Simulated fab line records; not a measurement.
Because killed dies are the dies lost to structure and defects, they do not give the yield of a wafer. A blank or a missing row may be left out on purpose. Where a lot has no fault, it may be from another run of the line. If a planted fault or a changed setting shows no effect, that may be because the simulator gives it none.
Comparing a struck lot with a sound one -- flow n5-finfet -- 15 out of 1938 route steps
Sound: wafers L930.2, L930.5, L930.6. Wafers struck: L927.1, L927.4, L927.6. The cause is given at the end.
For every step that has rows: the tool of each side, followed by ch and its chambers, followed by its first start. Under that, the readings that differ: sound wafers -- struck wafers -- difference of the means -- sigmas: that difference in standard deviations of wafers without a fault.
alike: readings with means less than 2 such deviations apart, plus words and numbers identical on both sides. not compared: withheld readings, readings lacking a value on some wafer, bounds such as >300 that could conceal the same value, and numbers that have no deviation in the record and whose values overlap.
A row with sigmas, a row that says differs or no value, or rows on one side alone: a step with any of these is where the two part. When numbers do not overlap yet have no deviation, they are printed without sigmas and do not part them. A reading that every wafer of one side lacks parts them only if that side has two wafers or more.

first, 7 steps without rows for these wafers: N5_WELL_APT_COAT_02 (resist thk 950 nm); N5_WELL_APT_EBR_04; N5_WELL_APT_SOFTBAKE_03 (time 60 s); N5_WELL_APT_EXPOSE_05 (exposes mask NWELL, defocus 0 nm, target cd 200 nm); N5_WELL_APT_PEB_06 (peb time 90 s); N5_WELL_APT_DEVELOP_07 (develop time 45 s); N5_WELL_APT_HARDBAKE_12 (time 120 s).
N5_WELL_APT_CD_MEAS_08: target cd 200 nm.
  sound on cd-sem-01 ch 0, day 5 19:43; struck on cd-sem-02 ch 0, day 5 01:43
  alike: cd-nm
N5_WELL_APT_OVL_MEAS_09:
  sound on overlay-01 ch 0, day 5 19:44; struck on overlay-02 ch 0, day 5 01:45
  alike: NWELL_OVL
N5_WELL_APT_INSPECT_10: inspects for defects (macro).
  sound on defect-inspect-01 at day 5 19:46; struck on defect-inspect-02 at day 5 01:47
  alike: raw-defect-count
N5_WELL_APT_DESCUM_13: chemistry O2, time 7.9 s.
  sound on rie-diel-01 ch 2,3, day 5 19:47; struck on rie-diel-06 ch 0,2,3, day 5 01:49
  alike: drypump-motor-current-A, oes-product-au, rf-fwd-power-W, rf-vpp-V, showerhead-plenum-p-Torr, throttle-valve-pct
  not compared: rf-hours-counter-h
after that, 1 step had no rows for these wafers: N5_WELL_APT_IMPLANT_14.
N5_WELL_APT_IMPLANT_15:
  sound on implanter-01 ch 0, day 5 20:06; struck on implanter-02 ch 0, day 5 02:05
reading,sound,struck,difference,sigmas
beam-energy-keV,25.002 24.999 25.000,31.386 31.384 31.383,+6.384,+99 or more
model.implant.rp-nm (nm),17.92 17.92 17.92,22.44 22.44 22.44,+4.52,
model.implant.drp-nm (nm),8.457 8.457 8.457,9.967 9.967 9.967,+1.510,
then, 1 step without rows for these wafers: N5_WELL_APT_STRIP_16 (strips in SPM, time 900 s).
N5_PASSIVATION_PROBE_49:
  sound wafers here have rows in the record (prober-02, day 16 16:45); struck ones have none

## WHERE THEY PART
First at N5_WELL_APT_IMPLANT_15; last, within this record, at N5_PASSIVATION_PROBE_49.

WHY: the cause the simulator had injected
Process parameters drifting: implanter-02 at N5_WELL_APT_IMPLANT_15, beginning at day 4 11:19. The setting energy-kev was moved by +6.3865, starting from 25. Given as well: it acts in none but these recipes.
